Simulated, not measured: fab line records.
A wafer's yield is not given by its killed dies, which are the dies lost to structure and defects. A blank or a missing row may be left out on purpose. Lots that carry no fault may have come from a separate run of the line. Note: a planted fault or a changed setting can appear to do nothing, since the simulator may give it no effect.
fab line records	flow n5-finfet
record lots=9	wafers=27	last-day=20
route steps=1938 shown BEOL_M2@876 BEOL_M4@1111 PASSIVATION@1936
lots untouched by any fault: they come from a run of this same line in which no faults occurred
start-h: hours from the record's opening day to when the first of the lot's shown wafers began	wait-h: time in hours since the lot's previous step	" same as the row above	L1.1+2: a row that stands for several wafers	- value missing, or start not given	* or withheld: withheld	< > ~ a bound
route shown NAME@n: a module of which the file shows steps, and the number in the route of the first	usual: average and standard deviation across the fault-free wafers	same: alike in all rows	chamber/n: place in a boat	sites: per-site readings	_std_site: standard deviation of those values	_edge_site: the outer-site mean with the inner-site mean subtracted	radius-mm: for every site, how far away it sits from the centre of the wafer	mask NAME#n: copy n	behind: tool/chamber where the wafer was last shaped	hold: the reason the lot was held/the length of the hold in hours/how it ended	device: the n, p or np transistor that did not switch	end of line: tests of these same wafers at the route's end	for a step that has no rows: nothing shown but its recipe	killed: the dies lost at the first sort to structure and to defects; this is not the yield of the wafer	map: a wafer's dies, x killed, . not, _ none there
set.NAME: the setting that was run; set.NAME@STEP: the one run at that earlier step	model.NAME: the simulator's own value behind a step, which no gauge read
steps of the route over a sample of lots; a table a step, a row a wafer
services: when a tool's chamber went out of use (start-h, in hours from the record's first day, below 0 if earlier), for how many hours, and the reason
## steps
# step N5_BEOL_M2_CD_MEAS_28
# recipe target-cd-nm=26.2	landing-energy-ev=500	detector=se-inlens	target-cd-y-nm=24.1	polarity=opening
# usual cd-nm=26.17/0.21
# same landing-energy-ev=500
lot.wafer	tool	chamber	start-h	wait-h	cd-nm
L605.2	cd-sem-02	0	145.08	-	26.56
L605.3	"	0	"	"	25.92
L605.5	"	0	"	"	26.54
L608.3	cd-sem-03	0	172.05	-	26.13
L608.5	"	0	"	"	26.25
L608.6	"	0	"	"	26.45
L612.2	cd-sem-02	0	191.26	-	26.58
L612.5	"	0	"	"	26.38
L612.6	"	0	"	"	26.60
L614.1	cd-sem-03	0	208.35	-	26.09
L614.2	"	0	"	"	26.14
L614.5	"	0	"	"	26.16
L623.2	cd-sem-01	0	260.29	-	26.60
L623.3	"	0	"	"	26.12
L623.5	"	0	"	"	26.25
L624.1	cd-sem-01	0	263.62	-	26.33
L624.4	"	0	"	"	26.11
L624.5	"	0	"	"	26.24
L620.2	cd-sem-03	0	279.37	-	25.78
L620.4	"	0	"	"	25.99
L620.6	"	0	"	"	26.02
L625.1	cd-sem-01	0	285.63	-	26.34
L625.4	"	0	"	"	26.48
L625.6	"	0	"	"	26.05
L626.1	cd-sem-03	0	288.04	-	26.20
L626.4	"	0	"	"	26.04
L626.6	"	0	"	"	26.37
# step N5_BEOL_M2_ETCH_77
# recipe chemistry=N2/H2	target=underlayer	target-depth-a=65	mask-material=CAR-EUV	time-s=5.2	ion-energy-ev=200	pressure-mtorr=30	source-w=840	bias-w=150	n2-flow-sccm=200	h2-flow-sccm=200	ends=cleared
# usual bias-w=150.0/0.46	chamber-pressure-mTorr=30.01/0.039	drypump-motor-current-A=5.49/0.21	etch-rf-on-time-s=5.23/0.085	oes-product-au=0.67/0.067	rf-vpp-V=523.9/2.7	showerhead-plenum-p-Torr=2.54/0.086	throttle-valve-pct=17.83/0.2
lot.wafer	tool	chamber	start-h	wait-h	bias-w	chamber-pressure-mTorr	drypump-motor-current-A	etch-rf-on-time-s	oes-product-au	rf-hours-counter-h	rf-vpp-V	showerhead-plenum-p-Torr	throttle-valve-pct
L605.2	rie-diel-05	3	145.23	0.0	150.6	30.03	5.60	5.15	0.80	18	524.8	2.60	17.64
L605.3	"	2	"	"	149.2	30.05	5.92	5.34	0.61	185	521.9	2.53	17.63
L605.5	"	2	"	"	149.6	30.00	5.92	5.38	0.62	-	523.6	2.53	17.68
L608.3	rie-diel-03	0	172.36	0.0	149.5	30.04	5.44	5.28	0.62	162	525.9	2.54	17.77
L608.5	"	3	"	"	149.6	30.01	5.32	5.19	0.75	-	527.4	2.58	17.99
L608.6	"	0	"	"	149.8	29.93	5.44	5.21	0.62	-	524.2	2.54	17.77
L612.2	rie-diel-06	0	191.41	0.0	149.8	29.97	5.51	5.23	0.63	185	519.5	2.41	18.02
L612.5	"	2	"	"	149.7	30.09	5.28	5.17	0.61	-	522.9	2.52	17.67
L612.6	"	3	"	"	149.7	29.98	5.32	5.19	0.67	-	525.0	2.56	18.03
L614.1	rie-diel-05	2	208.53	0.0	149.7	30.05	5.90	5.42	0.60	209	523.3	2.52	17.70
L614.2	"	0	"	"	149.4	30.02	5.12	5.23	0.63	178	527.1	2.63	18.15
L614.5	"	0	"	"	149.8	29.99	5.13	5.24	0.62	-	529.1	2.63	18.14
L623.2	rie-diel-03	2	260.44	0.0	-	-	-	-	-	-	-	-	-
L623.3	"	3	"	"	-	-	-	-	-	-	-	-	-
L623.5	"	0	"	"	-	-	-	-	-	-	-	-	-
L624.1	rie-diel-06	1	263.79	0.0	150.5	29.96	5.87	5.22	0.65	114	524.5	2.56	17.56
L624.4	"	0	"	"	150.6	30.05	5.52	5.27	0.61	210	520.5	2.40	18.06
L624.5	"	3	"	"	150.2	30.02	5.34	5.19	0.64	-	524.8	2.55	18.07
L620.2	rie-diel-05	2	279.52	0.0	-	-	-	-	-	-	-	-	-
L620.4	"	3	"	"	-	-	-	-	-	-	-	-	-
L620.6	"	2	"	"	-	-	-	-	-	-	-	-	-
L625.1	rie-diel-03	1	285.79	0.0	150.4	30.04	5.44	5.14	0.72	75	524.6	2.56	17.52
L625.4	"	2	"	"	150.3	29.99	5.62	5.26	0.61	180	516.6	2.32	17.89
L625.6	"	2	"	"	150.0	30.01	5.62	5.24	0.61	-	517.0	2.32	17.89
L626.1	rie-diel-03	1	288.20	0.0	150.1	30.03	5.46	5.14	0.71	76	525.2	2.56	17.51
L626.4	"	2	"	"	149.9	30.05	5.59	5.27	0.61	180	518.6	2.32	17.90
L626.6	"	3	"	"	150.4	29.99	5.30	5.16	0.69	-	524.7	2.57	18.03
# step N5_BEOL_M2_ALD_98
# recipe material=SiO2	target-thk-a=25	temp-c=100	ald-precursor-family=BDEAS	ald-co-reactant=O2-plasma	pulse-time-s=1	co-reactant-pulse-time-s=1	purge-time-s=2	co-reactant-purge-time-s=2	ald-cycles=17	pressure-torr=2
# usual heater-power-w=76/7.9	precursor-pulse-height-rel=1.002/0.024	susceptor-temp-C=100.00/0.14
# same purge-time-s=2
lot.wafer	tool	chamber	start-h	wait-h	heater-power-w	precursor-pulse-height-rel	susceptor-temp-C
L605.2	ald-sin-02	1	145.55	0.3	70	1.039	100.05
L605.3	"	2	"	"	76	0.979	100.06
L605.5	"	0	"	"	78	0.998	100.05
L608.3	ald-sin-01	3	172.55	0.1	88	0.986	99.84
L608.5	"	3	"	"	87	1.005	99.75
L608.6	"	0	"	"	80	1.035	99.96
L612.2	ald-sin-02	2	192.01	0.6	75	0.975	100.08
L612.5	"	2	"	"	75	1.019	100.13
L612.6	"	1	"	"	70	1.014	99.98
L614.1	ald-sin-02	2	209.68	1.1	74	1.026	100.31
L614.2	"	3	"	"	91	0.965	99.82
L614.5	"	2	"	"	76	0.970	100.01
L623.2	ald-sin-02	3	260.91	0.4	93	1.019	100.34
L623.3	"	2	"	"	75	0.977	99.94
L623.5	"	1	"	"	68	1.004	99.74
L624.1	ald-sin-04	1	264.14	0.3	68	0.988	100.06
L624.4	"	0	"	"	81	0.930	100.08
L624.5	"	2	"	"	71	0.998	100.06
L620.2	ald-sin-04	2	280.15	0.6	72	1.035	100.03
L620.4	"	1	"	"	68	0.993	100.18
L620.6	"	1	"	"	68	1.032	100.13
L625.1	ald-sin-04	2	285.89	0.1	73	1.026	99.89
L625.4	"	1	"	"	66	0.992	99.77
L625.6	"	2	"	"	71	0.975	100.00
L626.1	ald-sin-02	0	288.30	0.1	77	0.986	100.10
L626.4	"	1	"	"	72	1.009	99.81
L626.6	"	2	"	"	76	1.005	99.82
# step N5_BEOL_M2_VIA_ETCH_34
# recipe chemistry=C4F6/O2	target-depth-a=694	mask-material=SOC	pressure-mtorr=15	ion-energy-ev=250	taper-deg=4	time-s=65.9	source-w=350	bias-w=170	Ar_flow_sccm=300	C4F6_flow_sccm=10	O2_flow_sccm=10
# usual C4F6_flow_sccm=10.01/0.031	O2_flow_sccm=10.005/0.029	drypump-motor-current-A=5.50/0.21	oes-product-au=0.78/0.074	rf-vpp-V=667/5.1	showerhead-plenum-p-Torr=2.82/0.094	throttle-valve-pct=30.74/0.22
lot.wafer	tool	chamber	start-h	wait-h	C4F6_flow_sccm	O2_flow_sccm	drypump-motor-current-A	oes-product-au	rf-hours-counter-h	rf-vpp-V	showerhead-plenum-p-Torr	throttle-valve-pct
L605.2	rie-diel-03	0	169.92	0.0	10.05	9.980	5.46	0.73	161	666	2.84	30.61
L605.3	"	3	"	"	10.01	10.002	5.32	0.86	44	667	2.88	30.95
L605.5	"	2	"	"	10.03	9.998	5.60	0.75	-	658	2.63	30.69
L608.3	rie-diel-03	1	176.30	0.0	9.99	10.025	5.44	0.89	39	671	2.89	30.41
L608.5	"	2	"	"	10.05	10.007	5.60	0.75	-	659	2.62	30.69
L608.6	"	3	"	"	10.01	9.958	5.31	0.85	-	667	2.88	30.97
L612.2	rie-diel-03	1	195.18	0.0	10.05	10.034	5.44	0.89	46	674	2.88	30.39
L612.5	"	0	"	"	10.03	10.025	5.46	0.73	-	667	2.84	30.61
L612.6	"	3	"	"	9.95	10.008	5.34	0.86	-	668	2.88	30.96
L614.1	rie-diel-05	1	213.45	0.0	10.00	10.017	5.59	0.93	10	670	2.90	30.76
L614.2	"	3	"	"	9.98	10.000	5.59	0.88	45	668	2.89	30.69
L614.5	"	0	"	"	10.00	10.030	5.13	0.73	-	661	2.94	31.06
L623.2	rie-diel-05	2	286.90	0.0	10.03	9.984	5.89	0.69	235	674	2.82	30.67
L623.3	"	3	"	"	9.99	9.959	5.62	0.85	69	667	2.88	30.72
L623.5	"	3	"	"	10.03	10.003	5.60	0.84	-	668	2.88	30.73
L624.1	rie-diel-03	0	290.72	0.0	9.99	10.003	5.46	0.70	200	665	2.82	30.64
L624.4	"	1	"	"	9.97	9.940	5.45	0.84	77	674	2.87	30.42
L624.5	"	0	"	"	10.01	9.987	5.45	0.70	-	666	2.82	30.67
L620.2	rie-diel-05	2	290.91	0.0	10.00	10.037	5.89	0.69	236	674	2.82	30.67
L620.4	"	1	"	"	10.02	9.993	5.53	0.89	35	672	2.89	30.77
L620.6	"	1	"	"	10.06	10.031	5.57	0.89	-	670	2.89	30.78
L626.1	rie-diel-03	0	297.51	0.0	9.99	10.025	5.44	0.70	203	668	2.82	30.66
L626.4	"	0	"	"	10.00	10.030	5.45	0.70	-	665	2.82	30.64
L626.6	"	3	"	"	10.00	9.977	5.29	0.82	-	666	2.86	31.01
L625.1	rie-diel-06	1	302.61	0.0	9.99	9.993	5.90	0.76	132	667	2.86	30.44
L625.4	"	1	"	"	10.03	9.978	5.88	0.75	-	668	2.86	30.44
L625.6	"	3	"	"	10.01	10.012	5.29	0.76	-	672	2.84	30.94
# step N5_BEOL_M4_RC_MEAS_101
# usual DIBL_N=36.3/1.2	DIBL_P=36.3/1.4	IOFF_N=0.160/0.02	IOFF_P=0.210/0.025	ION_N=675/9.5	ION_P=462/7	SS_N=71.5/0.53	SS_P=73.4/0.55	VT_N=249.5/2.6	VT_P=-250.1/2.9
lot.wafer	tool	chamber	start-h	wait-h	DIBL_N[mV/V]	DIBL_P[mV/V]	IOFF_N[nA/um]	IOFF_P[nA/um]	ION_N[uA/um]	ION_P[uA/um]	SS_N[mV/dec]	SS_P[mV/dec]	VT_N[mV]	VT_P[mV]
L605.2	prober-02	0	210.61	0.2	36.3	34.9	0.153	0.215	677	470	71.7	73.4	250.1	-252.6
L605.3	"	0	"	"	34.5	32.6	0.122	0.183	668	466	70.6	73.0	249.7	-251.5
L605.5	"	0	"	"	35.9	34.7	0.137	0.208	664	461	70.9	74.0	249.9	-249.6
L608.3	prober-02	0	218.33	0.3	36.7	37.4	0.178	0.258	679	466	71.6	74.1	245.1	-243.4
L608.5	"	0	"	"	36.0	36.1	0.155	0.236	667	460	71.6	73.8	250.2	-246.4
L608.6	"	0	"	"	35.7	35.6	0.147	0.217	668	460	71.5	73.6	247.7	-246.2
L612.2	prober-02	0	247.90	0.2	36.4	35.8	0.157	0.224	671	462	71.4	72.4	251.7	-247.5
L612.5	"	0	"	"	34.4	34.2	0.134	0.198	666	465	70.9	72.1	250.7	-250.9
L612.6	"	0	"	"	34.4	33.7	0.129	0.191	661	461	71.1	72.8	250.5	-251.9
L614.1	prober-02	0	282.97	0.0	35.2	34.7	0.131	0.185	658	450	71.7	73.8	254.0	-251.0
L614.2	"	0	"	"	35.2	36.1	0.147	0.210	684	468	70.9	73.9	251.6	-248.5
L614.5	"	0	"	"	36.1	36.3	0.147	0.188	664	453	71.8	73.7	252.1	-253.5
L623.2	prober-01	0	334.53	0.2	35.8	36.4	0.172	0.200	682	461	70.8	73.0	246.2	-253.4
L623.3	"	0	"	"	35.5	34.8	0.154	0.179	676	458	71.4	73.1	247.9	-254.3
L623.5	"	0	"	"	34.8	34.7	0.147	0.184	677	464	70.5	72.1	250.8	-251.8
L620.2	prober-02	0	341.08	0.2	37.2	34.9	0.162	0.192	673	456	71.7	73.2	248.4	-251.6
L620.4	"	0	"	"	35.2	33.0	0.126	0.172	674	459	71.4	73.3	256.2	-251.6
L620.6	"	0	"	"	37.3	35.3	0.164	0.212	678	460	71.6	73.9	250.0	-249.3
L624.1	prober-01	0	344.62	0.0	36.0	36.6	0.165	0.215	682	462	71.3	73.0	247.6	-251.8
L624.4	"	0	"	"	35.2	35.6	0.144	0.190	674	462	70.7	73.1	250.9	-250.1
L624.5	"	0	"	"	35.2	35.0	0.141	0.183	679	466	71.6	73.3	252.5	-251.1
L626.1	prober-01	0	356.00	0.0	33.8	35.9	0.157	0.187	675	459	70.8	73.3	248.4	-252.7
L626.4	"	0	"	"	35.6	36.3	0.190	0.194	668	452	71.2	73.7	248.9	-254.3
L626.6	"	0	"	"	36.2	37.2	0.183	0.204	668	452	71.7	74.0	250.5	-252.4
L625.1	prober-02	0	363.29	0.0	35.3	36.4	0.154	0.208	679	472	71.6	72.7	247.8	-249.9
L625.4	"	0	"	"	34.8	34.8	0.143	0.183	683	466	70.8	72.7	248.7	-250.5
L625.6	"	0	"	"	34.6	35.8	0.151	0.206	691	466	71.3	72.1	250.1	-247.9
# step N5_PASSIVATION_PROBE_49
# usual defect-limited-yield=90.9/1.3	killed_at_M0_to_M3=36/11	killed_at_M4_up=13/5.1	killed-at-contacts=14/4.9	killed-at-front-end=41/10	killed-at-other=3.4/2.6	killed-dies=107/16	killed-on-rim=14/4	killed-open=70/11	killed-short=36/7.8	sort_bin_5_function=5.4/0.84	sort_bin_6_memory=3.4/0.67	sort_bin_8_speed=0.00/0.0099	sort-n-pass=1073/16	sort-yield-pct=90.9/1.3
# same gross-dies=1180	killed-at-back-side=0	sort_bin_4_leakage[%]=0
lot.wafer	tool	chamber	start-h	wait-h	defect-limited-yield[%]	killed_at_M0_to_M3	killed_at_M4_up	killed-at-contacts	killed-at-front-end	killed-at-other	killed-dies	killed-on-rim	killed-open	killed-short	sort_bin_5_function[%]	sort_bin_6_memory[%]	sort_bin_8_speed[%]	sort-n-pass	sort-yield-pct[%]
L608.3	prober-02	-	334.78	0.1	90.8	55	11	12	30	0	108	11	79	29	5.5	3.2	0	1072	90.8
L608.5	prober-02	-	334.88	0.2	91.6	33	9	16	39	2	99	14	76	22	5.1	3.1	0	1081	91.6
L608.6	prober-02	-	334.93	0.3	91.9	29	16	23	26	1	95	12	60	35	5.7	2.1	0	1085	91.9
L605.2	prober-02	-	340.09	0.1	93.1	17	19	9	31	6	82	9	58	24	4.4	2.2	0	1098	93.1
L605.3	prober-02	-	340.14	0.1	92.9	23	17	13	26	5	84	12	54	29	5.1	1.9	0	1096	92.9
L605.5	prober-02	-	340.24	0.2	90.3	46	11	13	37	8	115	13	82	33	6.1	3.5	0	1065	90.3
L612.2	prober-01	-	363.81	0.1	90.4	23	20	13	53	4	113	17	63	46	6.2	3.1	0	1067	90.4
L612.5	prober-01	-	363.96	0.2	91.6	27	14	14	42	2	99	16	66	32	5.1	3.1	0	1081	91.6
L612.6	prober-01	-	364.01	0.3	92.5	23	6	11	47	2	89	13	59	29	4.1	3.0	0	1091	92.5
L614.1	prober-01	-	385.14	0.0	89.2	33	12	10	68	5	128	17	83	44	6.4	4.2	0	1052	89.2
L614.2	prober-01	-	385.19	0.1	87.8	44	19	22	56	3	144	18	100	41	7.0	4.6	0	1036	87.8
L614.5	prober-01	-	385.34	0.2	90.9	20	20	14	50	3	107	17	78	27	5.6	3.2	0	1073	90.9
L623.2	prober-01	-	438.66	0.1	89.3	35	25	14	46	6	126	21	75	47	5.8	4.5	0	1054	89.3
L623.3	prober-01	-	438.71	0.1	88.6	49	27	20	34	5	135	16	83	50	6.6	4.4	0	1045	88.6
L623.5	prober-01	-	438.81	0.2	91.4	17	17	14	49	4	101	12	69	31	4.7	3.5	0	1079	91.4
L620.2	prober-02	-	460.43	0.1	90.1	48	11	11	42	5	117	8	80	34	5.8	3.6	0.08	1063	90.1
L620.4	prober-02	-	460.53	0.2	93.2	25	5	9	40	1	80	9	51	27	4.2	2.5	0	1100	93.2
L620.6	prober-02	-	460.63	0.3	89.9	44	14	18	43	0	119	17	72	42	5.9	3.3	0	1061	89.9
L624.1	prober-02	-	465.10	0.2	91.6	45	10	8	35	1	99	11	63	34	4.9	3.4	0	1081	91.6
L624.4	prober-02	-	465.25	0.3	91.9	41	5	9	37	3	95	8	57	38	4.9	2.9	0	1085	91.9
L624.5	prober-02	-	465.30	0.4	90.1	60	7	21	29	0	117	17	86	31	6.7	2.8	0	1063	90.1
L626.1	prober-01	-	465.15	0.1	90.1	53	18	8	38	0	117	18	67	45	6.2	3.3	0	1063	90.1
L626.4	prober-01	-	465.30	0.2	92.1	35	17	13	28	0	93	10	65	26	4.1	3.7	0	1087	92.1
L626.6	prober-01	-	465.40	0.3	90.8	30	13	11	51	3	108	17	63	36	5.2	3.0	0	1072	90.8
L625.1	prober-01	-	479.05	0.0	89.4	50	18	6	51	0	125	18	96	28	6.5	4.1	0	1055	89.4
L625.4	prober-01	-	479.20	0.2	89.5	52	18	9	41	4	124	19	70	50	5.6	4.4	0	1056	89.5
L625.6	prober-01	-	479.30	0.3	89.8	54	16	8	41	1	120	17	69	48	5.8	4.3	0	1060	89.8
# killed by level:class
L608.3 BEOL_M0_SAQP:geometric-particle:open=21 BEOL_M0_SAQP:geometric-particle:short=13 STI_FIN_REVEAL:geometric-particle:open=12 MOL_CONTACT_COAG:geometric-particle:open=12 BEOL_M3:geometric-particle:open=8 BEOL_M2:geometric-particle:open=6 BEOL_M3:geometric-particle:short=4 FIN_SAQP:geometric-particle:open=3
L608.5 MOL_CONTACT_COAG:geometric-particle:open=14 STI_FIN_REVEAL:geometric-particle:open=12 FIN_SAQP:geometric-particle:open=11 BEOL_M3:geometric-particle:open=9 BEOL_M2:geometric-particle:open=6 BEOL_M0_SAQP:geometric-particle:open=5 STI_FIN_REVEAL:geometric-particle:short=4 GATE_CUT:geometric-particle:short=4
L608.6 MOL_CONTACT_COAG:geometric-particle:open=17 STI_FIN_REVEAL:geometric-particle:open=12 BEOL_M0_SAQP:geometric-particle:short=8 MOL_CONTACT_COAG:geometric-particle:short=6 BEOL_M3:geometric-particle:open=6 BEOL_M0_SAQP:geometric-particle:open=5 BEOL_M4:geometric-particle:open=5 STI_FIN_REVEAL:geometric-particle:short=3
L605.2 STI_FIN_REVEAL:geometric-particle:open=8 BEOL_M4:geometric-particle:open=8 MOL_CONTACT_COAG:geometric-particle:open=7 BEOL_M0_SAQP:geometric-particle:short=6 DUMMY_GATE:geometric-particle:open=6 BEOL_M0_SAQP:geometric-particle:open=6 FIN_SAQP:geometric-particle:open=5 BEOL_M5:geometric-particle:open=4
L605.3 MOL_CONTACT_COAG:geometric-particle:open=9 BEOL_M6:geometric-particle:open=6 FIN_SAQP:geometric-particle:open=4 MOL_CONTACT_COAG:geometric-particle:short=4 BEOL_M0_SAQP:geometric-particle:short=4 BEOL_M0:geometric-particle:open=4 BEOL_M2:geometric-particle:open=4 BEOL_M4:geometric-particle:open=4
L605.5 BEOL_M0_SAQP:geometric-particle:open=17 BEOL_M0_SAQP:geometric-particle:short=15 MOL_CONTACT_COAG:geometric-particle:open=10 STI_FIN_REVEAL:geometric-particle:open=9 DUMMY_GATE:geometric-particle:open=8 GATE_CUT:geometric-particle:open=4 BEOL_M1:geometric-particle:open=4 BEOL_M3:geometric-particle:open=4
L612.2 STI_FIN_REVEAL:geometric-particle:open=21 MOL_CONTACT_COAG:geometric-particle:open=10 BEOL_M4:geometric-particle:open=10 BEOL_M2:geometric-particle:short=7 FIN_SAQP:geometric-particle:short=6 GATE_CUT:geometric-particle:short=6 STI_FIN_REVEAL:geometric-particle:short=5 BEOL_M3:geometric-particle:open=5
L612.5 BEOL_M3:geometric-particle:open=12 MOL_CONTACT_COAG:geometric-particle:open=10 FIN_SAQP:geometric-particle:open=8 FIN_SAQP:geometric-particle:short=8 DUMMY_GATE:geometric-particle:open=6 BEOL_M4:geometric-particle:open=6 STI_FIN_REVEAL:geometric-particle:open=4 GATE_CUT:geometric-particle:short=4
L612.6 FIN_SAQP:geometric-particle:open=11 STI_FIN_REVEAL:geometric-particle:open=10 MOL_CONTACT_COAG:geometric-particle:open=10 BEOL_M3:geometric-particle:short=9 FIN_SAQP:geometric-particle:short=4 BEOL_M3:geometric-particle:open=4 BEOL_M1:geometric-particle:open=4 STI_FIN_REVEAL:geometric-particle:short=3
L614.1 FIN_SAQP:geometric-particle:open=23 FIN_SAQP:geometric-particle:short=10 STI_FIN_REVEAL:geometric-particle:open=10 MOL_CONTACT_COAG:geometric-particle:open=7 BEOL_M0_SAQP:geometric-particle:short=7 BEOL_M3:geometric-particle:open=7 GATE_CUT:geometric-particle:short=5 BEOL_M0_SAQP:geometric-particle:open=5
L614.2 MOL_CONTACT_COAG:geometric-particle:open=17 STI_FIN_REVEAL:geometric-particle:open=16 BEOL_M0_SAQP:geometric-particle:short=11 BEOL_M2:geometric-particle:open=11 FIN_SAQP:geometric-particle:open=9 BEOL_M3:geometric-particle:open=9 BEOL_M4:geometric-particle:open=8 BEOL_M0_SAQP:geometric-particle:open=6
L614.5 STI_FIN_REVEAL:geometric-particle:open=17 MOL_CONTACT_COAG:geometric-particle:open=12 FIN_SAQP:geometric-particle:open=11 BEOL_M4:geometric-particle:open=8 BEOL_M2:geometric-particle:open=6 STARTING-WAFER:geometric-particle:short=6 ILD0:geometric-particle:open=4 BEOL_M0_SAQP:geometric-particle:open=4
L623.2 FIN_SAQP:geometric-particle:short=11 MOL_CONTACT_COAG:geometric-particle:open=11 BEOL_M0_SAQP:geometric-particle:open=8 STI_FIN_REVEAL:geometric-particle:open=7 BEOL_M3:geometric-particle:open=7 BEOL_M4:geometric-particle:open=7 DUMMY_GATE:geometric-particle:open=6 FIN_SAQP:geometric-particle:open=5
L623.3 MOL_CONTACT_COAG:geometric-particle:open=13 BEOL_M0_SAQP:geometric-particle:short=12 BEOL_M4:geometric-particle:open=11 BEOL_M1:geometric-particle:open=10 BEOL_M2:geometric-particle:open=8 MOL_CONTACT_COAG:geometric-particle:short=7 BEOL_M3:geometric-particle:open=7 FIN_SAQP:geometric-particle:short=6
L623.5 STI_FIN_REVEAL:geometric-particle:open=20 GATE_CUT:geometric-particle:short=11 MOL_CONTACT_COAG:geometric-particle:open=11 BEOL_M5:geometric-particle:open=6 BEOL_M0_SAQP:geometric-particle:short=5 BEOL_M4:geometric-particle:open=5 GATE_CUT:geometric-particle:open=4 BEOL_M0_SAQP:geometric-particle:open=4
L620.2 FIN_SAQP:geometric-particle:open=15 BEOL_M2:geometric-particle:open=12 FIN_SAQP:geometric-particle:short=10 MOL_CONTACT_COAG:geometric-particle:open=9 BEOL_M3:geometric-particle:open=9 BEOL_M0_SAQP:geometric-particle:open=7 GATE_CUT:geometric-particle:short=6 BEOL_M1:geometric-particle:open=6
L620.4 STI_FIN_REVEAL:geometric-particle:open=8 MOL_CONTACT_COAG:geometric-particle:open=8 FIN_SAQP:geometric-particle:short=7 BEOL_M2:geometric-particle:open=6 GATE_CUT:geometric-particle:short=6 BEOL_M3:geometric-particle:open=5 BEOL_M0_SAQP:geometric-particle:open=4 BEOL_M1:geometric-particle:open=4
L620.6 MOL_CONTACT_COAG:geometric-particle:open=14 FIN_SAQP:geometric-particle:open=12 BEOL_M0_SAQP:geometric-particle:open=9 BEOL_M3:geometric-particle:open=9 FIN_SAQP:geometric-particle:short=8 BEOL_M0_SAQP:geometric-particle:short=8 BEOL_M2:geometric-particle:open=6 GATE_CUT:geometric-particle:short=5
L624.1 BEOL_M0_SAQP:geometric-particle:open=11 GATE_CUT:geometric-particle:short=10 BEOL_M2:geometric-particle:open=9 BEOL_M3:geometric-particle:open=8 BEOL_M0_SAQP:geometric-particle:short=6 STI_FIN_REVEAL:geometric-particle:open=5 MOL_CONTACT_COAG:geometric-particle:open=5 BEOL_M1:geometric-particle:open=5
L626.1 BEOL_M0_SAQP:geometric-particle:short=19 BEOL_M0_SAQP:geometric-particle:open=14 BEOL_M2:geometric-particle:open=8 MOL_CONTACT_COAG:geometric-particle:open=6 STI_FIN_REVEAL:geometric-particle:open=5 DUMMY_GATE:geometric-particle:open=5 BEOL_M5:geometric-particle:short=5 BEOL_M4:geometric-particle:open=5
L624.4 BEOL_M3:geometric-particle:open=12 FIN_SAQP:geometric-particle:short=8 BEOL_M0_SAQP:geometric-particle:open=8 BEOL_M0_SAQP:geometric-particle:short=8 GATE_CUT:geometric-particle:short=7 MOL_CONTACT_COAG:geometric-particle:open=7 STI_FIN_REVEAL:geometric-particle:open=6 FIN_SAQP:geometric-particle:open=4
L624.5 BEOL_M1:geometric-particle:open=17 MOL_CONTACT_COAG:geometric-particle:open=15 BEOL_M3:geometric-particle:open=15 BEOL_M0_SAQP:geometric-particle:open=10 GATE_CUT:geometric-particle:short=9 BEOL_M2:geometric-particle:open=8 GATE_CUT:geometric-particle:open=6 MOL_CONTACT_COAG:geometric-particle:short=6
L626.4 BEOL_M1:geometric-particle:open=12 MOL_CONTACT_COAG:geometric-particle:open=10 BEOL_M4:geometric-particle:open=7 DUMMY_GATE:geometric-particle:open=6 BEOL_M0_SAQP:geometric-particle:open=6 BEOL_M3:geometric-particle:open=5 BEOL_M0_SAQP:geometric-particle:short=5 FIN_SAQP:geometric-particle:short=4
L626.6 DUMMY_GATE:geometric-particle:open=14 MOL_CONTACT_COAG:geometric-particle:open=9 BEOL_M0_SAQP:geometric-particle:open=9 BEOL_M1:geometric-particle:open=7 HKMG_FIN:area-etch=6 FIN_SAQP:geometric-particle:open=4 FIN_SAQP:geometric-particle:short=4 BEOL_M5:geometric-particle:short=4
L625.1 FIN_SAQP:geometric-particle:open=15 BEOL_M1:geometric-particle:open=11 BEOL_M3:geometric-particle:open=10 BEOL_M0_SAQP:geometric-particle:open=10 BEOL_M4:geometric-particle:open=8 FIN_SAQP:geometric-particle:short=7 STI_FIN_REVEAL:geometric-particle:open=6 BEOL_M2:geometric-particle:open=6
L625.4 STI_FIN_REVEAL:geometric-particle:open=14 BEOL_M0_SAQP:geometric-particle:short=14 BEOL_M2:geometric-particle:open=11 BEOL_M0_SAQP:geometric-particle:open=7 FIN_SAQP:geometric-particle:short=6 MOL_CONTACT_COAG:geometric-particle:open=5 BEOL_M4:geometric-particle:open=5 STI_FIN_REVEAL:geometric-particle:short=4
L625.6 FIN_SAQP:geometric-particle:short=15 BEOL_M0_SAQP:geometric-particle:short=14 BEOL_M2:geometric-particle:open=12 BEOL_M0_SAQP:geometric-particle:open=10 BEOL_M4:geometric-particle:open=10 BEOL_M1:geometric-particle:open=9 FIN_SAQP:geometric-particle:open=5 DUMMY_GATE:geometric-particle:open=5
## services
tool	chamber	start-h	hours	kind
ald-sin-04	-	164.23	2.8	pm
rie-diel-05	1	166.89	-	clean
rie-diel-05	1	166.89	-	consumable-replace:focus-ring
ald-sin-01	-	177.63	0.8	pm
ald-sin-04	-	177.68	14.0	pm
ald-sin-04	0	177.68	23.5	vent-cycle
ald-sin-04	1	177.68	14.0	vent-cycle
ald-sin-04	2	177.68	14.0	vent-cycle
ald-sin-04	3	177.68	14.0	vent-cycle
rie-diel-05	2	191.71	1.3	repair
ald-sin-04	-	202.99	58.4	repair
ald-sin-01	2	206.22	3.8	repair
ald-sin-01	1	206.88	1.4	repair
ald-sin-02	-	216.85	6.0	pm
ald-sin-01	1	217.38	7.6	repair
ald-sin-02	2	253.27	2.9	repair
ald-sin-02	3	253.56	2.9	repair
ald-sin-02	1	255.96	4.6	repair
ald-sin-01	2	265.22	4.0	repair
ald-sin-01	-	268.25	14.0	pm
rie-diel-06	2	285.04	20.5	repair
rie-diel-03	1	290.99	9.8	repair
rie-diel-05	0	297.70	19.9	repair
rie-diel-06	0	300.01	1.3	repair
## key
first-sign step=N5_BEOL_M2_ETCH_77	reading=tool-record	direction=missing
effect none on later readings
met-at N5_BEOL_M2_ETCH_77
struck-lots L620,L623
not-acting-at N5_BEOL_M2_CD_MEAS_28,N5_BEOL_M2_ALD_98,N5_BEOL_M2_VIA_ETCH_34
onset-between 208.53 260.44
fault kind=skipped-step-whole	tool=rie-diel-03,rie-diel-05	chamber=-	onset-h=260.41	steps=N5_BEOL_M2_ETCH_77	scope=struck-lots-only
